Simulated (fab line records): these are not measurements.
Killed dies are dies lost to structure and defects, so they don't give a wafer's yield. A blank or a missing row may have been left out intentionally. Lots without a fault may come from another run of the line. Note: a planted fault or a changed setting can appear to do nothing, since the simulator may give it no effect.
A struck lot beside a sound one / flow n5_finfet / 40 out of 1938 route steps
Sound: wafers L228.4, L228.5, L228.6. Struck: wafer L231.4 (L231.1, L231.6, from the same lot, were not struck and are left out); the cause is given at the end.
Per side, at each step with rows, come the tool, then ch with its chambers, and then its first start. Under that, the readings that differ: sound wafers / struck wafers / difference of the means / sigmas: that difference in standard deviations of wafers without a fault.
alike: words and numbers the same on both sides, and readings whose means are apart by under 2 such deviations; not compared: readings that were withheld, readings missing a value for some wafer, numbers with overlapping values and no deviation given by the record, and bounds like >300 which may hide the same value.
The two part at a step that has a row with sigmas, a row that says differs or no value, or rows on one side only. Numbers that don't overlap but have no deviation are shown without sigmas and don't part them. A reading missing from all wafers of one side parts the sides only when that side holds two or more wafers.

first, 5 steps without rows for these wafers: N5_BEOL_M1_SPUTTER_81 (material Cu, target thk 4.5 nm, time 8.29 s); N5_BEOL_M1_ANNEAL_82 (time 240 s); N5_BEOL_M1_SPUTTER_86 (material Cu, target thk 4.5 nm, time 8.29 s); N5_BEOL_M1_ANNEAL_87 (time 240 s); N5_BEOL_M1_SPUTTER_88 (material Cu, target thk 4.5 nm, time 8.29 s).
N5_BEOL_M1_ANNEAL_89: time 240 s.
  sound on pvd_sputter-01, day 7 18:54; struck on pvd_sputter-01, day 8 10:19
  alike: heater_power_w
then, 6 steps without rows for these wafers: N5_BEOL_M1_SPUTTER_90 (material Cu, target thk 4.5 nm, time 8.29 s); N5_BEOL_M1_ANNEAL_91 (time 240 s); N5_BEOL_M1_SPUTTER_92 (material Cu, target thk 4.5 nm, time 8.29 s); N5_BEOL_M1_ANNEAL_93 (time 240 s); N5_BEOL_M1_SPUTTER_94 (material Cu, target thk 4.5 nm, time 8.29 s); N5_BEOL_M1_ANNEAL_95 (time 240 s).
N5_BEOL_M1_SPUTTER_96: material Cu, target thk 4.5 nm, time 8.29 s.
  sound on pvd_sputter-01, day 7 19:42; struck on pvd_sputter-01, day 8 11:07
  alike: throttle_valve_pct
then, 1 step without rows for these wafers: N5_BEOL_M1_ECD_50 (material Cu, target thk 300 nm).
N5_BEOL_M1_ANNEAL_51: time 90 s.
  sound on rtp_anneal-01 ch 0, day 7 20:15; struck on rtp_anneal-02 ch 0, day 8 15:58
  alike: wafer_temp_C_max
then, 1 step without rows for these wafers: N5_BEOL_M1_CMP_52 (polishes, stops on SiOC, t overpolish 6.8 s, target thk 40 nm).
N5_BEOL_M1_PRE_CLEAN_60: time 15 s.
  sound on cvd_co-01 ch 0,1,2, day 7 20:54; struck on cvd_co-01 ch 0, day 8 16:36
  alike: heater_power_w
then, 3 steps without rows for these wafers: N5_BEOL_M1_CO_CAP_55 (material Co, precursor CCTBA/H2, target thk 2 nm, time 102.1 s); N5_BEOL_M1_PRE_CLEAN_56 (time 15 s); N5_BEOL_M1_DEP_57 (deposits SiCN from 3MS/NH3, target thk 8 nm, time 14 s).
N5_BEOL_M1_RS_MEAS_58: uses a four-point probe to measure.
  sound on film_metro-02, day 7 21:07; struck on film_metro-02, day 8 16:49
  alike: M1_RS
then, 1 step without rows for these wafers: N5_BEOL_M2_ILD_DEP_00 (deposits SiOC from DEMS/O2, target thk 79 nm, time 15.3 s).
N5_BEOL_M2_THK_MEAS_01:
  sound on film_metro-01, day 7 21:14; struck on film_metro-02, day 8 16:57
  alike: M2_ILD_THK
N5_BEOL_M2_PECVD_72: deposits SiO2 from TEOS/O2, target thk 16 nm, time 18 s.
  sound on pecvd-04 ch 0,1,2, day 7 21:17; struck on pecvd-04 ch 2, day 8 16:59
  alike: heater_power_w, showerhead_plenum_p_Torr, throttle_valve_pct
N5_BEOL_M2_HM_DEP_02: deposits TiN, target thk 20 nm.
  sound on pvd_sputter-02, day 7 22:11; struck on pvd_sputter-03, day 8 18:07
  alike: throttle_valve_pct
then, 9 steps without rows for these wafers: N5_BEOL_M2_COAT_61 (time 60 s, resist thk 60 nm); N5_BEOL_M2_COAT_62 (time 60 s, resist thk 12 nm); N5_BEOL_M2_COAT_73 (time 60 s, resist thk 5 nm); N5_BEOL_M2_COAT_05 (resist thk 30 nm); N5_BEOL_M2_EBR_07; N5_BEOL_M2_SOFTBAKE_06 (time 60 s); N5_BEOL_M2_EXPOSE_08 (exposes mask M2); N5_BEOL_M2_PEB_09 (peb time 60 s); N5_BEOL_M2_DEVELOP_10 (develop time 30 s).
N5_BEOL_M2_CD_MEAS_11 targets a cd of 16.79 nm.
  sound on cd_sem-03 ch 0, day 7 22:35; struck on cd_sem-02 ch 0, day 8 18:38
  alike: cd_nm
N5_BEOL_M2_OVL_MEAS_12:
  sound on overlay-02 ch 0, day 7 22:38; struck on overlay-02 ch 0, day 8 18:40
  alike: M2_OVL
then, 3 steps without rows for these wafers: N5_BEOL_M2_DESCUM_16 (chemistry O2, time 7 s); N5_BEOL_M2_ETCH_74 (etches underlayer in N2/H2, target depth 6.5 nm, time 5.2 s); N5_BEOL_M2_ETCH_63 (etches SiARC in CF4, target depth 15.6 nm, time 26 s).
-- here the record skips 7 days between the struck wafers' starts before and after, leaving off in module BEOL_M2 and picking up in module PASSIVATION (first step shown: number 1936 of the route) --
N5_PASSIVATION_PROBE_49:
  the record has rows for the struck wafers here (prober-02, day 15 13:19) and none for the sound ones

== WHERE THEY PART ==
At N5_PASSIVATION_PROBE_49 and nowhere else, as far as this record goes.

WHY: what had been put in by the simulator
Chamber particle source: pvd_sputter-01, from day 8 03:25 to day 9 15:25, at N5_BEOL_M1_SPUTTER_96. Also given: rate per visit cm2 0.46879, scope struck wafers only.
